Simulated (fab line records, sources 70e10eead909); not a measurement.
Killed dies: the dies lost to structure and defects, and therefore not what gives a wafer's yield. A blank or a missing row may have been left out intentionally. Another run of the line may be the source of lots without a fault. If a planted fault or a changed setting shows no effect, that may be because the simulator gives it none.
A lot that was struck, set against a sound lot -- flow nandHarc -- 13 out of 1302 route steps
Sound: wafers L379.1, L379.4, L379.5. The struck wafers were L370.4, L370.5, L370.6. The cause comes at the end.
Each step with rows lists, per side, the tool, then ch with its chambers, then its first start. Under that, the readings that differ: sound wafers -- struck wafers -- difference of the means -- sigmas: that difference in standard deviations of wafers without a fault.
alike: readings with means less than 2 such deviations apart, plus words and numbers identical on both sides. not compared: withheld readings, readings lacking a value on some wafer, bounds such as >300 that could conceal the same value, and numbers that have no deviation in the record and whose values overlap.
The two part at a step that has a row with sigmas, a row that says differs or no value, or rows on one side only. Numbers that don't overlap but have no deviation are shown without sigmas and don't part them. A reading that every wafer of one side lacks parts them only if that side has two wafers or more.

NHARC_A_CONTACT_DEP_28: deposits aC, target thk 7000 nm.
  sound on aclDep-03 ch 0, day 29 19:56; struck on aclDep-02 ch 0, day 25 18:28
  alike: throttleValvePct
NHARC_A_CONTACT_DEP_29: deposits SiON, target thk 100 nm.
  sound on pecvd-01 ch 1,2, day 30 00:11; struck on pecvd-03 ch 0,1,2, day 25 20:41
  alike: heaterPowerW, rfFwdPowerW
then, 9 steps without rows for these wafers: NHARC_A_CONTACT_DEHYDRATE_32 (time 120 s); NHARC_A_CONTACT_HMDS_33 (time 30 s); NHARC_A_CONTACT_COAT_34 (time 75 s); NHARC_A_CONTACT_COAT_35 (time 65 s); NHARC_A_CONTACT_COAT_36 (resist thk 90 nm); NHARC_A_CONTACT_SOFTBAKE_37 (time 55 s); NHARC_A_CONTACT_EBR_38; NHARC_A_CONTACT_EXPOSE_39 (exposes mask A CC 3); NHARC_A_CONTACT_PEB_40 (peb time 65 s).
NHARC_A_CONTACT_DEVELOP_41: develop time 35 s.
  struck on lithoTrack-06, day 25 21:00; sound on lithoTrack-06 ch 0, day 30 00:00
  no value came back on the struck wafers for chillPlateTempC (C), developTimeS (s), exhaustPa (Pa); on the sound wafers chillPlateTempC (C) reads 23.03 23.08 22.92
NHARC_A_CONTACT_CD_MEAS_42: the cd target is 300 nm.
  sound on cdSem-02 ch 0, day 30 00:47; struck on cdSem-02 ch 0, day 25 21:20
reading,sound,struck,difference,sigmas
cdNm (nm),299.3 299.5 299.7,- - -,no value on the struck wafers,

WHERE THEY PART
Earliest at NHARC_A_CONTACT_DEVELOP_41; latest, in this record, at NHARC_A_CONTACT_CD_MEAS_42.

WHY: the cause the simulator had injected
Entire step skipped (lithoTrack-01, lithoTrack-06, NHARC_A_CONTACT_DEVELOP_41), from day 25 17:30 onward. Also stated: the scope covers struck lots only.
